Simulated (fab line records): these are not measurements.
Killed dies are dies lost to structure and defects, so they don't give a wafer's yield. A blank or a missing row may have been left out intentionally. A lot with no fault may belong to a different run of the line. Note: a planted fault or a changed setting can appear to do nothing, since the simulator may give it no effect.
Split-lot study ; flow n5-finfet ; on a route of 1938 steps: 7 lots, 39 wafers read

## ON THE SPLIT
At N5_MOL_CONTACT_COAG_CVD_140 (deposits W, target thk 66.5 nm, time 215 s), the setting target-thk-a was moved away from the recipe's 665 angstrom on 15 of the 39 wafers read, by -56.8% to +36.3%. All remaining wafers had this setting at the recipe value.

The split's own step is where the reading is taken.

## THE READING
W_of_MOL_CONTACT_COAG_CVD_140.thk-nm (the simulator's own value, which no gauge read), in nm, at N5_MOL_CONTACT_COAG_CVD_140 (deposits W, target thk 66.5 nm, time 215 s). No usual value for it is given in the file. The 24 wafers here that ran the recipe average 67.2 nm, standard deviation 0.56 nm.

wafer;tool, chamber at the split;target-thk-a as run, angstrom;against the recipe;W_of_MOL_CONTACT_COAG_CVD_140.thk-nm, nm;against lot-mates on the recipe
L075.1;cvd-w-02, 0;287.4;-56.8%;29;-37.4
L075.2;cvd-w-02, 0;287.4;-56.8%;28.4;-38.0
L075.3;cvd-w-02, 0;665;recipe;66.8;-
L075.4;cvd-w-02, 0;665;recipe;66.2;-
L075.6;cvd-w-02, 0;665;recipe;66.2;-
L075.5;cvd-w-02, 0;287.4;-56.8%;28.8;-37.6
L080.1;cvd-w-02, 1;537.1;-19.2%;54.6;-12.3
L080.2;cvd-w-02, 0;537.1;-19.2%;54.8;-12.1
L080.3;cvd-w-02, 0;665;recipe;67.2;-
L080.4;cvd-w-02, 1;537.1;-19.2%;54;-12.9
L080.5;cvd-w-02, 0;665;recipe;67.4;-
L080.6;cvd-w-02, 1;665;recipe;66.2;-
L081.1;cvd-w-01, 1;665;recipe;67.8;-
L081.4;cvd-w-01, 1;665;recipe;67.8;-
L081.2;cvd-w-01, 0;665;recipe;67.2;-
L081.3;cvd-w-01, 0;665;recipe;67.4;-
L081.5;cvd-w-01, 1;665;recipe;68;-
L081.6;cvd-w-01, 0;665;recipe;66.8;-
L093.1;cvd-w-01, 0;665;recipe;67.6;-
L093.5;cvd-w-01, 0;665;recipe;67.6;-
L093.2;cvd-w-01, 1;535.8;-19.4%;55;-12.5
L093.3;cvd-w-01, 1;535.8;-19.4%;54.2;-13.3
L093.4;cvd-w-01, 0;665;recipe;67.2;-
L093.6;cvd-w-01, 1;535.8;-19.4%;54.8;-12.7
L094.1;cvd-w-02, 0,0,1;665;recipe;66.8;-
L094.4;cvd-w-02, 0,0,1;665;recipe;66.8;-
L094.5;cvd-w-02, 0,0,1;665;recipe;66.8;-
L096.1;cvd-w-02, 1;665;recipe;67.2;-
L096.2;cvd-w-02, 0;665;recipe;68.2;-
L096.3;cvd-w-02, 1;665;recipe;67.8;-
L096.4;cvd-w-02, 0;906.2;+36.3%;91;+23.3
L096.5;cvd-w-02, 0;906.2;+36.3%;91.8;+24.1
L096.6;cvd-w-02, 1;906.2;+36.3%;91.6;+23.9
L097.1;cvd-w-02, 0;665;recipe;67.4;-
L097.2;cvd-w-02, 1;876.8;+31.8%;87.6;+20.6
L097.3;cvd-w-02, 1;876.8;+31.8%;87.8;+20.8
L097.4;cvd-w-02, 0;876.8;+31.8%;88.4;+21.4
L097.5;cvd-w-02, 1;665;recipe;66.4;-
L097.6;cvd-w-02, 0;665;recipe;67.2;-
Where a row lists several chambers, the file gives one row for several wafers and doesn't say which wafer went through which chamber.

FIT RESULTS
A straight line over all 39 wafers: W_of_MOL_CONTACT_COAG_CVD_140.thk-nm changes by +0.668 nm for each +1% of target-thk-a; r = +1.00; the points scatter about the line by 0.56 nm.
The same after taking each lot's own level away (the mean of its wafers on the recipe; 39 wafers): +0.659 nm for each +1%; r = +1.00; scatter 0.38 nm.
The reading moves by 37 nm for the largest change in target-thk-a, on that fit.
From 66.40 to 67.73 nm: that is the span of the lots' own levels, equal to 2.4 times the standard deviation above.
Consequently the slope shifts little with the lot-to-lot level, the two slopes agreeing.
Check: for one of the wafers moved furthest among these (-56.8%), held out of the fit, the line's prediction against its lot-mates is -37.5 nm. It came out at -37.4 nm against them.

## ADDITIONAL SPLITS CARRIED BY THESE WAFERS
These wafers also went through other splits before the reading. Each is held against what the fit with the lots' levels taken away leaves over:
other split on the same wafers;wafers away from the commonest value;r with W_of_MOL_CONTACT_COAG_CVD_140.thk-nm (lot level and that fit taken away)
N5_ZERO_LAYER_DEVELOP_10 develop-time-s;9;+0.12
N5_SD_EPI_N_DEVELOP_08 develop-time-s;9;-0.14
N5_GATE_CUT_ETCH_58 time-s;15;+0.12

## THE WHOLE CHAIN: every reading that the file lists as answering this split, in the file's order
step;what it does;reading;change (the file's fit);r (the file's)
N5_MOL_CONTACT_COAG_CVD_140;deposits W, target thk 66.5 nm, time 215 s;W_of_MOL_CONTACT_COAG_CVD_140.thk-nm (the simulator's own value, which no gauge read);+0.659 nm for each +1% of the setting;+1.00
N5_MOL_CONTACT_COAG_CMP_52;polishes, stops on SiO2, t overpolish 1.5 s, target thk 66.5 nm;W_of_MOL_CONTACT_COAG_CVD_140.thk-nm (the simulator's own value, which no gauge read);not straight: 28.73 at the lowest setting, 66.81 at the recipe, 67.8 at the highest;not given

## FILE'S OWN FIT
W_of_MOL_CONTACT_COAG_CVD_140.thk-nm changes by +0.659 nm for each +1% of target-thk-a, r = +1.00.
